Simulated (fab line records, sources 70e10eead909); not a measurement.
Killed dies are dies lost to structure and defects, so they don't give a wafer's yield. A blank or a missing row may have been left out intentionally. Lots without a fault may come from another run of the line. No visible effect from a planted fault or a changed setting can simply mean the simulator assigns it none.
The tool behind it: which one? || flow nand_harc || Sampling: 6 lots, 18 wafers, 4 of 1302 route steps

## WHAT THE GAUGES SHOWED, per wafer
NHARC_A_ONON_D1_THK_MEAS_21: measures by ellipsometry.
{"lot": "L449", "measured": "day 9 04:38", "on": "film_metro-02", "thk_nm (nm)": "1013 1010 1011"}
{"lot": "L453", "measured": "day 10 10:59", "on": "film_metro-01", "thk_nm (nm)": "977 977 978"}
{"lot": "L456", "measured": "day 12 07:14", "on": "film_metro-02", "thk_nm (nm)": "997 997 996"}
{"lot": "L464", "measured": "day 15 05:07", "on": "film_metro-02", "thk_nm (nm)": "1148 1152 1152"}
{"lot": "L467", "measured": "day 16 16:43", "on": "film_metro-01", "thk_nm (nm)": "1003 1004 1003"}
{"lot": "L469", "measured": "day 17 15:04", "on": "film_metro-02", "thk_nm (nm)": "998 997 998"}

## WHICH TOOL RAN EACH LOT (tool, then ch and the chambers of the sampled wafers, then the start)
{"lot": "L449", "NHARC_P_BONDPAD_ANNEAL_28": "rtp_anneal-02 ch 0, day 7 13:34", "NHARC_A_ZERO_WELL_ETCH_19": "rie_diel-06 ch 2,3, day 7 15:58", "NHARC_A_ONON_D1_DEP_19": "pecvd_onon-03 ch 0, day 9 04:11"}
{"lot": "L453", "NHARC_P_BONDPAD_ANNEAL_28": "rtp_anneal-01 ch 0, day 9 02:28", "NHARC_A_ZERO_WELL_ETCH_19": "rie_diel-06 ch 1,3, day 9 04:47", "NHARC_A_ONON_D1_DEP_19": "pecvd_onon-02 ch 0, day 10 10:35"}
{"lot": "L456", "NHARC_P_BONDPAD_ANNEAL_28": "rtp_anneal-01 ch 0, day 10 15:10", "NHARC_A_ZERO_WELL_ETCH_19": "rie_diel-06 ch 0,2,3, day 10 17:38", "NHARC_A_ONON_D1_DEP_19": "pecvd_onon-02 ch 0, day 12 06:50"}
{"lot": "L464", "NHARC_P_BONDPAD_ANNEAL_28": "rtp_anneal-02 ch 0, day 13 18:13", "NHARC_A_ZERO_WELL_ETCH_19": "rie_diel-12 ch 0,1, day 13 20:40", "NHARC_A_ONON_D1_DEP_19": "pecvd_onon-02 ch 0, day 15 04:37"}
{"lot": "L467", "NHARC_P_BONDPAD_ANNEAL_28": "rtp_anneal-01 ch 0, day 15 03:14", "NHARC_A_ZERO_WELL_ETCH_19": "rie_diel-06 ch 0,1,3, day 15 05:41", "NHARC_A_ONON_D1_DEP_19": "pecvd_onon-03 ch 0, day 16 16:13"}
{"lot": "L469", "NHARC_P_BONDPAD_ANNEAL_28": "rtp_anneal-01 ch 0, day 16 01:38", "NHARC_A_ZERO_WELL_ETCH_19": "rie_diel-12 ch 1,2,3, day 16 04:03", "NHARC_A_ONON_D1_DEP_19": "pecvd_onon-03 ch 0, day 17 14:37"}
- NHARC_P_BONDPAD_ANNEAL_28: time 90 s.
- NHARC_A_ZERO_WELL_ETCH_19: etches the open film in N2/H2, target depth 80 nm, overetch 24 nm, time 87.88 s.
- NHARC_A_ONON_D1_DEP_19: target thk 1000 nm.

## THE ANSWER, worked out from the rows above alone
Rule: usual is defined by the lots themselves. Put in order of their means at a reading, lots are off if they are a third of the lots or fewer, leave a main group of 4 or more, and stand apart from it by a gap of 3 or more times the standard deviation of the main group's means; of several such gaps the widest counts. A main group is skipped when, at the precision printed for the reading in the tables above, its means are all equal. A lot without any number at a reading at which 4 lots or more have one is off too. All remaining lots with rows at the step are treated as sound.
Off: L464 (NHARC_A_ONON_D1_THK_MEAS_21, thk_nm). The main group has a mean of 997 nm with a standard deviation of 11.
If a tool, at a process step before that reading, ran all the lots that are off and no sound lot after the first of them, it fits. Those tools and the gauges at NHARC_A_ONON_D1_THK_MEAS_21 are tried in the same way. 2 tools fit, rtp_anneal-02 at NHARC_P_BONDPAD_ANNEAL_28 and pecvd_onon-02 at NHARC_A_ONON_D1_DEP_19, so this cannot tell which one it is.

## WHAT THE SIMULATOR HAD INSERTED
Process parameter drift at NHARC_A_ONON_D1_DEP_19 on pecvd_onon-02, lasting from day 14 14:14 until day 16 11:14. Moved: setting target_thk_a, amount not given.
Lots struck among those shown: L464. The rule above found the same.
